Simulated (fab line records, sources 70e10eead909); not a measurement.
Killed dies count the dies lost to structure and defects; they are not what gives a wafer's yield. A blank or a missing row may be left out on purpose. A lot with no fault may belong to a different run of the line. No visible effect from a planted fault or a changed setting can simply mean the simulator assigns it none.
Which tool did it?    flow nand harc    24 lots, 72 wafers sampled, at 4 steps of a route of 1302

== WHAT EACH GAUGE READ, for each wafer ==
NHARC_P_M2_THK_MEAS_24: measures by xrf.
lot   measured      on             thk nm (nm)
L075  day 7 01:27   film metro-01  145.0 145.9 142.9
L074  day 7 02:08   film metro-01  143.5 142.5 143.4
L076  day 7 13:41   film metro-02  141.4 143.6 142.1
L077  day 8 06:40   film metro-01  146.6 141.4 145.7
L078  day 8 11:41   film metro-02  146.8 144.4 145.4
L079  day 8 17:29   film metro-01  146.3 143.9 144.4
L080  day 9 01:32   film metro-02  144.7 146.0 144.6
L081  day 9 08:10   film metro-01  145.2 145.9 145.7
L082  day 9 18:57   film metro-02  146.2 143.1 142.7
L083  day 10 07:37  film metro-02  143.8 144.1 144.6
L084  day 10 19:13  film metro-02  145.1 142.8 146.3
L085  day 11 02:29  film metro-01  143.1 146.2 145.1
L086  day 11 08:52  film metro-02  142.6 142.2 146.3
L087  day 12 12:44  film metro-01  142.0 142.3 146.6
L089  day 12 13:50  film metro-01  144.2 147.1 143.0
L088  day 12 15:23  film metro-01  142.6 143.3 142.4
L090  day 13 08:28  film metro-02  145.6 143.0 145.2
L091  day 13 12:59  film metro-01  143.1 143.5 145.6
L092  day 13 23:01  film metro-01  142.8 145.8 143.6
L093  day 14 07:50  film metro-02  140.5 144.0 140.7
L094  day 15 02:41  film metro-01  144.1 144.9 141.3
L095  day 15 07:21  film metro-01  145.0 147.1 144.7
L096  day 15 12:05  film metro-02  143.3 140.5 145.0
L097  day 16 02:51  film metro-02  143.3 145.3 145.5

NHARC_P_M2_INSPECT_27.
lot   measured      on                 raw defect count
L075  day 7 01:37   defect inspect-01  649 245 338
L074  day 7 02:17   defect inspect-01  268 395 414
L076  day 7 13:50   defect inspect-02  166 331 208
L077  day 8 06:50   defect inspect-02  269 584 464
L078  day 8 11:50   defect inspect-01  191 192 276
L079  day 8 17:38   defect inspect-02  216 248 184
L080  day 9 01:42   defect inspect-01  250 354 198
L081  day 9 08:20   defect inspect-02  184 129 364
L082  day 9 19:07   defect inspect-01  125 208 172
L083  day 10 07:46  defect inspect-02  217 214 255
L084  day 10 19:22  defect inspect-02  222 212 340
L085  day 11 02:39  defect inspect-01  228 185 146
L086  day 11 09:02  defect inspect-01  273 342 206
L087  day 12 12:53  defect inspect-01  345 507 262
L089  day 12 13:59  defect inspect-01  342 271 416
L088  day 12 15:33  defect inspect-02  310 382 442
L090  day 13 08:37  defect inspect-02  384 185 251
L091  day 13 13:09  defect inspect-01  442 302 466
L092  day 13 23:10  defect inspect-02  306 474 413
L093  day 14 07:59  defect inspect-01  575 535 356
L094  day 15 02:50  defect inspect-02  364 255 261
L095  day 15 07:30  defect inspect-02  356 230 318
L096  day 15 12:14  defect inspect-02  489 214 285
L097  day 16 03:01  defect inspect-01  316 272 325

== WHAT TOOL EACH LOT RAN ON (gives the tool, then ch and the chambers of the sampled wafers, and finally the start) ==
lot   NHARC_P_M1_ANNEAL_31              NHARC_P_M1_CMP_23
L075  rtp anneal-02 ch 0, day 6 20:40   cmp-04 ch 0,1,3, day 6 21:02
L074  rtp anneal-02 ch 0, day 6 21:19   cmp-01 ch 1,2, day 6 21:35
L076  rtp anneal-02 ch 0, day 7 08:50   cmp-02 ch 0,1,2, day 7 09:11
L077  rtp anneal-02 ch 0, day 7 23:24   cmp-02 ch 0,2,3, day 7 23:41
L078  rtp anneal-02 ch 0, day 8 06:52   cmp-02 ch 0,2,3, day 8 07:16
L079  rtp anneal-01 ch 0, day 8 12:40   cmp-04 ch 0,1, day 8 13:02
L080  rtp anneal-02 ch 0, day 8 20:42   cmp-02 ch 0,1,3, day 8 21:03
L081  rtp anneal-02 ch 0, day 9 03:20   cmp-04 ch 0,1,2, day 9 03:44
L082  rtp anneal-02 ch 0, day 9 14:04   cmp-02 ch 0,1,2, day 9 14:26
L083  rtp anneal-01 ch 0, day 10 02:51  cmp-01 ch 2,3, day 10 03:09
L084  rtp anneal-01 ch 0, day 10 14:20  cmp-04 ch 0,1,2, day 10 14:41
L085  rtp anneal-02 ch 0, day 10 21:45  cmp-01 ch 0,1,2, day 10 22:03
L086  rtp anneal-01 ch 0, day 11 04:04  cmp-01 ch 0,1,3, day 11 04:25
L087  rtp anneal-02 ch 0, day 12 07:49  cmp-02 ch 1,2,3, day 12 08:10
L089  rtp anneal-01 ch 0, day 12 08:29  cmp-04 ch 1,2, day 12 08:51
L088  rtp anneal-01 ch 0, day 12 10:41  cmp-02 ch 0,2,3, day 12 10:56
L090  rtp anneal-01 ch 0, day 13 03:41  cmp-01 ch 0,1, day 13 03:56
L091  rtp anneal-01 ch 0, day 13 08:07  cmp-01 ch 0,1,3, day 13 08:31
L092  rtp anneal-01 ch 0, day 13 18:20  cmp-01 ch 0,1,3, day 13 18:40
L093  rtp anneal-01 ch 0, day 14 03:01  cmp-01 ch 1,2, day 14 03:24
L094  rtp anneal-01 ch 0, day 14 21:56  cmp-04 ch 0,1,2, day 14 22:19
L095  rtp anneal-02 ch 0, day 15 02:20  cmp-01 ch 0,1, day 15 02:41
L096  rtp anneal-02 ch 0, day 15 07:16  cmp-04 ch 0,1,2, day 15 07:37
L097  rtp anneal-02 ch 0, day 15 22:02  cmp-04 ch 0,1, day 15 22:23
- NHARC_P_M1_ANNEAL_31: time 90 s.
- NHARC_P_M1_CMP_23: polishes, t overpolish 20 s, target thk 157.82 nm.

== WHAT THE TOOLS THEMSELVES READ (means of the sampled wafers that have a number; where no wafer has one, the mark that the record gives instead) ==
NHARC_P_M1_ANNEAL_31.
lot   tool           wafer_temp_C_max
L075  rtp anneal-02  225.5
L074  rtp anneal-02  225.5
L076  rtp anneal-02  225.6
L077  rtp anneal-02  225.8
L078  rtp anneal-02  225.8
L079  rtp anneal-01  226.4
L080  rtp anneal-02  225.6
L081  rtp anneal-02  225.8
L082  rtp anneal-02  225.8
L083  rtp anneal-01  226.7
L084  rtp anneal-01  226.3
L085  rtp anneal-02  225.7
L086  rtp anneal-01  226.4
L087  rtp anneal-02  225.6
L089  rtp anneal-01  226.6
L088  rtp anneal-01  226.6
L090  rtp anneal-01  226.4
L091  rtp anneal-01  226.6
L092  rtp anneal-01  226.6
L093  rtp anneal-01  226.8
L094  rtp anneal-01  226.6
L095  rtp anneal-02  225.6
L096  rtp anneal-02  225.6
L097  rtp anneal-02  225.8

NHARC_P_M1_CMP_23.
lot   tool    motor current A (A)  pad life wafers  slurry flow ml min  time to endpoint s (s)
L075  cmp-04  11.7                 86               149.7               28
L074  cmp-01  11.6                 200              149.8               30
L076  cmp-02  11.6                 49               150.4               27
L077  cmp-02  11.9                 103              150.3               27
L078  cmp-02  11.4                 134              150.1               29
L079  cmp-04  12.8                 230              150.0               26
L080  cmp-02  10.8                 181              150.2               30
L081  cmp-04  11.6                 254              150.2               27
L082  cmp-02  11.2                 272              149.9               32
L083  cmp-01  11.3                 80               150.1               30
L084  cmp-04  11.9                 68               150.2               25
L085  cmp-01  11.8                 187              150.1               31
L086  cmp-01  11.7                 218              150.1               31
L087  cmp-02  11.9                 146              150.1               32
L089  cmp-04  11.3                 206              149.8               26
L088  cmp-02  11.9                 151              149.9               29
L090  cmp-01  11.9                 20               150.1               27
L091  cmp-01  11.5                 44               150.1               31
L092  cmp-01  11.7                 74               149.8               31
L093  cmp-01  12.2                 109              149.8               33
L094  cmp-04  11.2                 80               149.8               24
L095  cmp-01  12.2                 210              150.1               31
L096  cmp-04  11.6                 110              149.9               24
L097  cmp-04  11.8                 162              149.9               29

== THE ANSWER, worked out from the rows above alone ==
Rule: the lots themselves supply what counts as usual. The widest of any qualifying gaps counts: lots, ordered by their means at a reading, are off when they make up no more than a third of the lots, leave a main group of 4 or more, and stand apart from it by 3 or more times the standard deviation of that group's means. If all means in a main group match to the digits the tables above print for the reading, that group is not used. Also off: a lot with no number at a reading for which 4 or more lots have one. Any other lot the step has rows for is counted as sound. After the gauges, taken in route order, come the tools' own readings; for these a lot's mean is taken, as printed above. At the first step where some lot is off, the reading lying furthest off is the one used; lots without a number count as furthest.
No lot is off on any of the readings shown, so nothing can be concluded from this.

== WHAT THE SIMULATOR HAD PUT IN ==
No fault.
